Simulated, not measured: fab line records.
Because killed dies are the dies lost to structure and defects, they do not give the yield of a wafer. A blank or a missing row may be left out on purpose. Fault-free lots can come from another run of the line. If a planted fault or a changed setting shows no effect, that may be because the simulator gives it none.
Struck lot and sound lot, side by side + flow n5Finfet + 19 steps out of a route of 1938
Sound: the wafers L533.2, L533.3, L533.5. Struck: wafers L539.1, L539.3, L539.5. At the end, the cause is stated.
At each step with rows: each side's tool, then ch and its chambers, then its first start. Under that, the readings that differ: sound wafers + struck wafers + difference of the means + sigmas: that difference in standard deviations of wafers without a fault.
alike: a reading whose means differ by less than 2 such deviations, as well as words and numbers matching on both sides. not compared: withheld readings; readings where some wafer has no value; bounds like >300 that might hide an equal value; numbers whose values overlap and for which the record gives no deviation.
A row with sigmas, a row that says differs or no value, or rows on one side alone: a step with any of these is where the two part. Numbers that don't overlap but have no deviation are shown without sigmas and don't part them. A reading that every wafer of one side lacks parts them only if that side has two wafers or more.

N5_BEOL_M4_RC_MEAS_101:
  sound on prober-02 ch 0, day 9 07:48; struck on prober-01 ch 0, day 10 17:53
  alike: DIBL_N, DIBL_P, IOFF_N, IOFF_P, ION_N, ION_P, SS_N, SS_P, VT_N, VT_P
N5_BEOL_M5_ILD_DEP_00: deposits SiCOH lowk from DEMS/porogen, target thk 140.64 nm, time 25.9 s.
  sound on pecvd-02 ch 0,2, day 9 08:36; struck on pecvd-01 ch 1,2, day 10 18:51
  alike: heaterPowerW, showerheadPlenumPTorr, throttleValvePct
N5_BEOL_M5_CURE_79: cures SiCOH lowk, time 240 s.
  sound on uvCure-02 ch 1, day 9 08:44; struck on uvCure-02 ch 0, day 10 18:55
| reading          | sound             | struck            | difference | sigmas |
|------------------|-------------------|-------------------|------------|--------|
| lampPowerPct (%) | 52.26 52.32 52.23 | 52.34 52.42 52.37 | +0.11      | +2     |
  alike: wafer_temp_C_max
N5_BEOL_M5_THK_MEAS_01:
  sound on filmMetro-02, day 9 09:11; struck on filmMetro-01, day 10 19:25
  alike: M5_ILD_THK
N5_BEOL_M5_PECVD_70: deposits SiO2 from TEOS/O2, target thk 16 nm, time 18 s.
  sound on pecvd-02 ch 0,2, day 9 09:13; struck on pecvd-04 ch 0,1, day 10 19:28
  alike: heaterPowerW, showerheadPlenumPTorr, throttleValvePct
N5_BEOL_M5_HM_DEP_02: deposits TiN, target thk 20 nm.
  sound on pvdSputter-03, day 9 09:43; struck on pvdSputter-03, day 10 20:48
  alike: throttleValvePct
then, 6 steps without rows for these wafers: N5_BEOL_M5_COAT_59 (time 60 s, resist thk 60 nm); N5_BEOL_M5_COAT_60 (time 60 s, resist thk 12 nm); N5_BEOL_M5_COAT_71 (time 60 s, resist thk 5 nm); N5_BEOL_M5_COAT_05 (resist thk 30 nm); N5_BEOL_M5_EBR_07; N5_BEOL_M5_SOFTBAKE_06 (time 60 s).
N5_BEOL_M5_EXPOSE_08: exposes mask M5, target cd 28 nm.
  sound on euvScanner-02 ch 0, day 9 09:59; struck on euvScanner-02 ch 0, day 10 21:04
| reading                       | sound | struck      | difference | sigmas |
|-------------------------------|-------|-------------|------------|--------|
| model.BEOL_M5.overlayXNm (nm) | 0 0 0 | 6.2 6.2 6.2 | +6.2       |        |
  alike: mask, reticleTempC
then, 2 steps without rows for these wafers: N5_BEOL_M5_PEB_09 (peb time 60 s); N5_BEOL_M5_DEVELOP_10 (develop time 30 s).
N5_BEOL_M5_CD_MEAS_11: the cd target is 27.74 nm.
  sound on cdSem-02 ch 0, day 9 10:07; struck on cdSem-03 ch 0, day 10 21:11
  alike: cdNm
N5_BEOL_M5_OVL_MEAS_12:
  sound on overlay-02 ch 0, day 9 10:08; struck on overlay-02 ch 0, day 10 21:13
| reading     | sound        | struck      | difference | sigmas |
|-------------|--------------|-------------|------------|--------|
| M5_OVL (nm) | 0.8 0.1 -0.7 | 6.1 5.7 6.0 | +5.9       | +10    |
N5_BEOL_M5_INSPECT_13: inspects for defects (brightfield).
  sound on defectInspect-01, day 9 10:12; struck on defectInspect-01, day 10 21:17
  alike: rawDefectCount
N5_PASSIVATION_PROBE_49:
  sound wafers here have rows in the record (prober-01, day 13 14:51); struck ones have none

WHERE THEY PART
At N5_BEOL_M5_CURE_79 first; at N5_PASSIVATION_PROBE_49 last (within this record only).

WHY: whatever the simulator had introduced
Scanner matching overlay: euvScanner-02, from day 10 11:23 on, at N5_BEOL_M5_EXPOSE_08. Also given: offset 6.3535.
